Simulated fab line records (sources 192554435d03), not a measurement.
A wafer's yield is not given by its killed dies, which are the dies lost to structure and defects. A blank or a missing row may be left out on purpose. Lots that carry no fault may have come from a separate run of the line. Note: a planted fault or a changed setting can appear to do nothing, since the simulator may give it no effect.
Matching of chambers | flow n5Finfet | N5_BEOL_M4_ILD_DEP_00 on pecvd-03 has 3 sister chambers
The step deposits SiOC from DEMS/O2, target thk 79 nm, time 15.3 s. 3 wafers are shown with their chamber, then 6 later ones without.

WAFERS WITH THEIR CHAMBER
wafer  | chamber | throttleValvePct (%)
L698.5 | 2       | 11.1
L701.5 | 1       | 12.6
L701.6 | 0       | 11.4

WAFERS WITH NO CHAMBER GIVEN
wafer  | throttleValvePct (%)
L702.2 | 11.2
L702.5 | 12.2
L702.6 | 11.4
L715.2 | 11.6
L715.3 | 11.2
L715.6 | 11.4

THE CHAMBER EACH PASSED THROUGH
wafer  | from the rows above     | in truth
L702.2 | can't be placed: 2 or 0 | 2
L702.5 | 1                       | 1
L702.6 | can't be placed: 0 or 2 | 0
L715.2 | can't be placed: 0 or 2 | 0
L715.3 | can't be placed: 2 or 0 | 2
L715.6 | can't be placed: 0 or 2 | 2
Correct placement for 1 of the 6. These rows do not allow placing 5 (true chamber among the candidates in 5). Number placed wrongly: 0.
How it was worked out, from the rows above alone: a wafer's distance from a chamber is the root of the sum, over the readings, of the square of ((its reading less the chamber's mean) divided by the reading's scatter). The wafer belongs to the nearest chamber; if the next one is less than 2 further off, it can't be placed. For every chamber, the mean is computed from those of its wafers that are shown. The scatter: with one shown wafer a chamber, the root of the mean of the squares of how far each hidden wafer lies from its nearest shown one.
